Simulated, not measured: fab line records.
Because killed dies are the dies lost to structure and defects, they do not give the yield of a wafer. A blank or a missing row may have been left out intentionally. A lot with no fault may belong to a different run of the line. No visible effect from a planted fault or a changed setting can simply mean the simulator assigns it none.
fab line records    flow n5Finfet
[record] lots = 4  wafers = 12  lastDay = 16
route steps=1938 shown BEOL_M2@916 BEOL_M3@931 BEOL_M4@1111 PASSIVATION@1936
lots untouched by any fault: they come from a run of this same line in which no faults occurred
startH: hours from the record's opening day to when the first of the lot's shown wafers began    waitH: hours elapsed since this lot's preceding step    " identical to the entry in the row above    L1.1+2: one row covering several wafers at once    - value missing, or start not given    * or withheld: withheld    < > ~ a bound
route shown NAME@n: a module of which the file shows steps, and the number in the route of the first    usual: mean and standard deviation over wafers with no fault    same: alike in all rows    chamber/n: place in a boat    sites: each site's reading    _std_site: standard deviation of those values    _edge_site: inner sites' mean taken away from outer sites' mean    radiusMm: for every site, how far away it sits from the centre of the wafer    mask NAME#n: copy n    behind: the tool/chamber that last shaped the wafer    hold: reason for holding the lot/hours on hold/outcome of the hold    device: which transistor (n, p or np) failed to switch    end of line: tests run on the same wafers once the route is complete    a step with no rows: only its recipe    killed: count of dies lost to structure and defects at first sort (not the wafer's yield)    map: shows each die of a wafer: x if killed, . if not, _ if none is there
set.NAME: the setting as run; set.NAME@STEP: as run at that earlier step    model.NAME: the simulator's own value behind a step, which no gauge read
lots at selected steps of the route; one table per step, one row per wafer
services: when a tool's chamber went out of use (startH, in hours from the record's first day, below 0 if earlier), for how many hours, and the reason
[[steps]]
[step N5_BEOL_M2_SPUTTER_92]
[recipe] material = Cu  targetThkA = 45  tempC = -20  chamberPressurePa = 0.07  powerW = withheld  timeS = 8.29
[step N5_BEOL_M2_ANNEAL_93]
[recipe] tempC = 400  timeS = 240  ambient = vacuum
[step N5_BEOL_M2_SPUTTER_94]
[recipe] material = Cu  targetThkA = 45  tempC = -20  chamberPressurePa = 0.07  powerW = withheld  timeS = 8.29
[step N5_BEOL_M2_ANNEAL_95]
[recipe] tempC = 400  timeS = 240  ambient = vacuum
[step N5_BEOL_M2_SPUTTER_96]
[recipe] material = Cu  targetThkA = 45  tempC = -20  chamberPressurePa = 0.07  powerW = withheld  timeS = 8.29
[step N5_BEOL_M2_ECD_50]
[recipe] material = Cu  targetThkA = 3000
[step N5_BEOL_M2_ANNEAL_51]
[recipe] tempC = 225  timeS = 90  ambient = N2
[step N5_BEOL_M2_CMP_52]
[recipe] stopOn = SiOC  tOverpolishS = 6.8  downForcePsi = 1  platenRpm = 50  clearingPlatenDownForcePsi = 1.5  clearingPlatenRpm = 50  postCmpClean = cuAlkaline  targetThkNm = 40  clearingPlatenPadVelocityMS = 0.99484  padVelocityMS = 0.99484
[step N5_BEOL_M2_PRE_CLEAN_60]
[recipe] gas = NH3/H2  timeS = 15  tempC = *  rfPowerW = 300
[step N5_BEOL_M2_CO_CAP_55]
[recipe] material = Co  targetThkA = 20  tempC = 200  precursor = CCTBA/H2  pressureTorr = 30  timeS = 102.1
[step N5_BEOL_M2_PRE_CLEAN_56]
[recipe] gas = NH3  timeS = 15  tempC = withheld  rfPowerW = 300
[step N5_BEOL_M2_DEP_57]
[recipe] material = SiCN  targetThkA = 80  tempC = withheld  precursor = 3MS/NH3  pressureTorr = 3  rfW = 202  timeS = 14
[usual] showerheadPlenumPTorr = 3.664/0.013  throttleValvePct = 9.1/0.44
lot.wafer  tool      chamber  startH  waitH  showerheadPlenumPTorr  throttleValvePct  model.SiCN_of_BEOL_M2_DEP_57.thkNm
L687.1     pecvd-04  1        156.75  0.0    3.681                  8.9               7.6
L687.4     "         1        "       "      3.681                  9.2               7.8
L687.5     "         0        "       "      3.673                  9.2               8
L692.4     pecvd-04  1        198.19  0.0    3.669                  9.2               10.6
L692.5     "         0        "       "      3.681                  9.4               8
L692.6     "         2        "       "      3.656                  9.5               8
L695.1     pecvd-04  1        216.63  0.0    3.677                  9.0               7.8
L695.2     "         0        "       "      3.689                  9.5               10.6
L695.5     "         1        "       "      3.673                  9.1               8
L701.2     pecvd-03  0        245.44  0.0    3.665                  9.5               7.6
L701.4     "         1        "       "      3.656                  9.5               8
L701.5     "         2        "       "      3.667                  8.3               8
[step N5_BEOL_M3_ILD_DEP_00]
[recipe] material = SiOC  targetThkA = 790  tempC = 350  precursor = DEMS/O2  pressureTorr = 5  rfW = 500  timeS = 15.3
[step N5_BEOL_M3_PECVD_72]
[recipe] material = SiO2  targetThkA = 160  tempC = 400  precursor = TEOS/O2  pressureTorr = 5.5  rfW = 450  teosFlowSccm = 53.8  gas = O2  flowSccm = 3000  timeS = 18
[step N5_BEOL_M3_HM_DEP_02]
[recipe] material = TiN  targetThkA = 200  tempC = 25  chamberPressurePa = 0.49996
[step N5_BEOL_M3_COAT_61]
[recipe] resist = SOC  tempC = 250  timeS = 60  spinRpm = 1500  resistThkNm = 60
[step N5_BEOL_M3_COAT_62]
[recipe] resist = SiARC  tempC = 220  timeS = 60  spinRpm = 1500  resistThkNm = 12
[step N5_BEOL_M3_COAT_73]
[recipe] resist = underlayer  tempC = 205  timeS = 60  spinRpm = 1500  resistThkNm = 5
[step N5_BEOL_M3_COAT_05]
[recipe] resist = CAR-EUV  spinRpm = 1500  resistThkNm = 30
[step N5_BEOL_M3_EBR_07]
[recipe] solvent = PGMEA  ebrWidthMm = 1.5
[step N5_BEOL_M3_SOFTBAKE_06]
[recipe] tempC = 110  timeS = 60  resist = CAR-EUV
[step N5_BEOL_M3_EXPOSE_08]
[recipe] maskId = M3  na = 0.33  sourceShape = dipole  sigmaInner = 0.369  sigmaOuter = 0.767  polarization = unpolarized  doseMj = 33
[step N5_BEOL_M3_PEB_09]
[recipe] pebTempC = 100  pebTimeS = 60  resist = CAR-EUV
[step N5_BEOL_M3_DEVELOP_10]
[recipe] developTimeS = 30  developer = TMAH  resist = CAR-EUV  rinseLiquid = surfactantRinse  dry = airSpin  devTempC = 23
[step N5_BEOL_M3_DESCUM_16]
[recipe] chemistry = O2  timeS = 7  sourcePowerW = 50  biasPowerW = 20  pressureMtorr = 20  rfFrequencyHz = 2.712e+07  tempC = 40  resist = CAR-EUV  o2FlowSccm = 225
[step N5_BEOL_M3_ETCH_74]
[recipe] chemistry = N2/H2  target = underlayer  targetDepthA = 65  maskMaterial = CAR-EUV  timeS = 5.2  ionEnergyEv = 200  pressureMtorr = 30  sourceW = 840  biasW = 150  n2FlowSccm = 200  h2FlowSccm = 200  ends = cleared
[step N5_BEOL_M3_ETCH_63]
[recipe] chemistry = CF4  target = SiARC  targetDepthA = 156  maskMaterial = CAR-EUV  timeS = 26  ionEnergyEv = 80  pressureMtorr = 40  sourceW = 545  biasW = 36  Ar_flow_sccm = 100  cf4FlowSccm = 100  ends = cleared
[step N5_BEOL_M3_ETCH_64]
[recipe] chemistry = N2/H2  target = SOC  targetDepthA = 750  overetchA = 150  maskMaterial = SiARC  tempC = 40  timeS = 112.5  ionEnergyEv = 200  pressureMtorr = 30  sourceW = 840  biasW = 150  n2FlowSccm = 200  h2FlowSccm = 200
[step N5_BEOL_M3_STRIP_65]
[recipe] chemistry = N2/H2  tempC = 40  n2FlowSccm = 200  h2FlowSccm = 200  rfFrequencyHz = 6e+07
[step N5_BEOL_M3_STRIP_75]
[recipe] chemistry = N2/H2  tempC = 40  n2FlowSccm = 200  h2FlowSccm = 200  rfFrequencyHz = 6e+07
[step N5_BEOL_M3_STRIP_66]
[recipe] chemistry = CF4  resist = SiARC  powerW = 300  biasPowerW = 75  pressureMtorr = 50  cf4FlowSccm = 150  rfFrequencyHz = 6e+07
[step N5_BEOL_M3_HM_OPEN_17]
[recipe] chemistry = Cl2/BCl3  targetDepthA = 200  overetchA = 60  target = TiN  maskMaterial = SOC  ionEnergyEv = 150  pressureMtorr = 10  icpW = 1000  biasW = 126  Cl2_flow_sccm = 53.25  bcl3FlowSccm = 21.75  Ar_flow_sccm = 25
[step N5_BEOL_M3_STRIP_19]
[recipe] chemistry = O2  powerW = 400  tempC = 40  pressureMtorr = 30  rfFrequencyHz = 6e+07  biasPowerW = 0  overashFraction = 0.2  o2FlowSccm = 225
[step N5_BEOL_M3_COAT_67]
[recipe] resist = SOC  tempC = 250  timeS = 60  spinRpm = 1500  resistThkNm = 60
[step N5_BEOL_M3_CMP_52]
[recipe] stopOn = SiOC  tOverpolishS = 6.8  downForcePsi = 1  platenRpm = 50  clearingPlatenDownForcePsi = 1.5  clearingPlatenRpm = 50  postCmpClean = cuAlkaline  targetThkNm = 40  clearingPlatenPadVelocityMS = 0.99484  padVelocityMS = 0.99484
[usual] barrierFieldEndpointS = 24.7/0.61  edgeZonePressureFrac = 1.000/0.0048  motorCurrentA = 5.7/0.52  overpolishRunS = 6.799/0.0096  timeToEndpointS = 62/3.4
lot.wafer  tool    chamber  startH  waitH  barrierFieldEndpointS  edgeZonePressureFrac  motorCurrentA  overpolishRunS  timeToEndpointS  model.Cu_of_BEOL_M3_ECD_50.thkNm
L687.1     cmp-04  0        172.51  0.3    23.7                   1.000                 4.8            6.813           56               38.6
L687.4     "       1        "       "      24.0                   1.012                 5.4            6.773           58               41
L687.5     "       0        "       "      24.6                   0.999                 5.1            6.808           55               39.8
L692.4     cmp-03  0        207.00  0.2    25.3                   0.998                 5.8            6.788           67               43.6
L692.5     "       3        "       "      24.8                   0.997                 5.7            6.790           63               43.4
L692.6     "       0        "       "      25.4                   0.999                 5.8            6.809           66               43.8
L695.1     cmp-04  1        224.50  0.3    25.3                   1.003                 5.4            6.805           58               37
L695.2     "       3        "       "      25.9                   0.999                 6.5            6.818           65               44.2
L695.5     "       2        "       "      24.4                   1.000                 4.7            6.805           57               39.8
L701.2     cmp-03  2        261.92  0.5    23.0                   1.001                 5.6            6.794           58               37.8
L701.4     "       3        "       "      23.8                   1.002                 5.8            6.787           62               42.6
L701.5     "       1        "       "      24.6                   0.998                 6.4            6.796           63               43.2
[step N5_BEOL_M4_RC_MEAS_101]
[usual] DIBL_N = 36.5/1.8  DIBL_P = 36.5/2.1  IOFF_N = 0.17/0.031  IOFF_P = 0.22/0.036  ION_N = 677/11  ION_P = 463/8  SS_N = 71.6/0.61  SS_P = 73.3/0.63  VT_N = 249/3.1  VT_P = -250/3.3
lot.wafer  tool       chamber  startH  waitH  DIBL_N[mV/V]  DIBL_P[mV/V]  IOFF_N[nA/um]  IOFF_P[nA/um]  ION_N[uA/um]  ION_P[uA/um]  SS_N[mV/dec]  SS_P[mV/dec]  VT_N[mV]  VT_P[mV]
L687.1     prober-02  0        182.56  0.0    39.1          39.7          0.20           0.22           688           466           71.6          74.0          247       -250
L687.4     "          0        "       "      38.0          38.9          0.18           0.21           693           463           72.3          74.4          246       -253
L687.5     "          0        "       "      40.0          40.0          0.21           0.24           696           470           71.4          74.2          241       -251
L692.4     prober-02  0        220.07  0.5    37.5          36.9          0.17           0.23           663           458           71.9          73.8          247       -250
L692.5     "          0        "       "      36.4          36.5          0.18           0.23           679           465           72.2          73.8          246       -251
L692.6     "          0        "       "      40.7          41.4          0.26           0.32           690           471           73.4          74.5          243       -245
L695.1     prober-02  0        243.29  0.0    35.5          34.6          0.15           0.18           670           454           71.0          72.6          249       -249
L695.2     "          0        "       "      39.4          39.3          0.24           0.26           686           463           72.3          74.0          243       -245
L695.5     "          0        "       "      37.8          37.6          0.21           0.23           685           462           71.8          73.6          246       -249
L701.2     prober-01  0        274.33  0.2    38.6          37.9          0.22           0.26           702           480           71.5          73.9          243       -246
L701.4     "          0        "       "      38.3          36.5          0.21           0.24           681           455           72.2          73.4          244       -246
L701.5     "          0        "       "      38.3          37.3          0.22           0.25           700           475           71.7          74.0          244       -247
[step N5_PASSIVATION_PROBE_49]
[usual] defectLimitedYield = 91.4/1.5  killed_at_M0_to_M3 = 35/11  killed_at_M4_up = 16/7  killedAtContacts = 11/5.3  killedAtFrontEnd = 37/11  killedAtOther = 3.1/2.8  killedDies = 102/18  killedOpen = 69/15  killedShort = 31/7.8  sort_bin_5_function = 5.1/1.1  sort_bin_6_memory = 3.2/0.69  sortNPass = 1078/18  sortYieldPct = 91.4/1.5
[same] grossDies = 1180  killedAtBackSide = 0  sort_bin_4_leakage[%] = 0  sort_bin_8_speed[%] = 0
lot.wafer  tool       chamber  startH  waitH  defectLimitedYield[%]  killed_at_M0_to_M3  killed_at_M4_up  killedAtContacts  killedAtFrontEnd  killedAtOther  killedDies  killedOpen  killedShort  sort_bin_5_function[%]  sort_bin_6_memory[%]  sortNPass  sortYieldPct[%]
L692.6     prober-01  -        330.25  0.3    92.2                   35                  14               7                 32                4              92          52          35           4.3                     2.8                   1088       92.2
// killed by level:class
L692.6 BEOL_M1:geometricParticle:open=11 BEOL_M0_SAQP:geometricParticle:short=7 FIN_SAQP:geometricParticle:short=6 MOL_CONTACT_COAG:geometricParticle:open=5 BEOL_M1:geometricParticle:short=5 BEOL_M3:geometricParticle:open=5 BEOL_M7:geometricParticle:open=5 DUMMY_GATE:geometricParticle:open=4
[[services]]
tool      chamber  startH  hours  kind
pecvd-03  1        143.74  5.5    scheduledDown
pecvd-03  -        146.95  2.8    pm
pecvd-03  0        152.86  5.5    scheduledDown
pecvd-04  2        154.24  4.7    repair
pecvd-03  1        168.05  16.5   scheduledDown
cmp-04    -        175.32  3.3    pm
cmp-03    -        181.91  3.1    repair
pecvd-04  2        202.38  -      clean
pecvd-04  2        202.38  -      consumableReplace:showerhead
pecvd-04  2        202.38  29.0   scheduledDown
pecvd-04  2        202.38  29.0   ventCycle
cmp-04    -        207.03  0.2    repair
pecvd-04  0        208.94  1.9    repair
pecvd-04  1        216.87  14.9   repair
pecvd-04  -        222.72  0.5    repair
cmp-03    -        227.02  1.6    repair
pecvd-03  1        236.93  4.2    repair
cmp-04    -        242.01  0.8    repair
cmp-04    -        243.86  0.6    repair
cmp-04    -        247.10  2.6    repair
pecvd-04  1        258.55  5.0    scheduledDown
cmp-04    -        260.68  1.5    repair
[[key]]
firstSign none at tools or gauges
[modelEffect] step = N5_BEOL_M2_DEP_57  value = SiCN_of_BEOL_M2_DEP_57.thkNm  without = 7.8  struck = 10.6
[modelEffect] step = N5_BEOL_M3_CMP_52  value = Cu_of_BEOL_M3_ECD_50.thkNm  without = 41.1  struck = 43.9
metAt N5_BEOL_M2_DEP_57
struckWafers L692.4,L695.2
onsetBetween 156.75 198.19
[fault] kind = processParameterDrift  tool = pecvd-04  chamber = -  onsetH = 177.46  steps = N5_BEOL_M2_DEP_57  channel = timeS  offset = *  shape = step  endH = 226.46  scope = struckWafersOnly  actsIn = *  stated = *
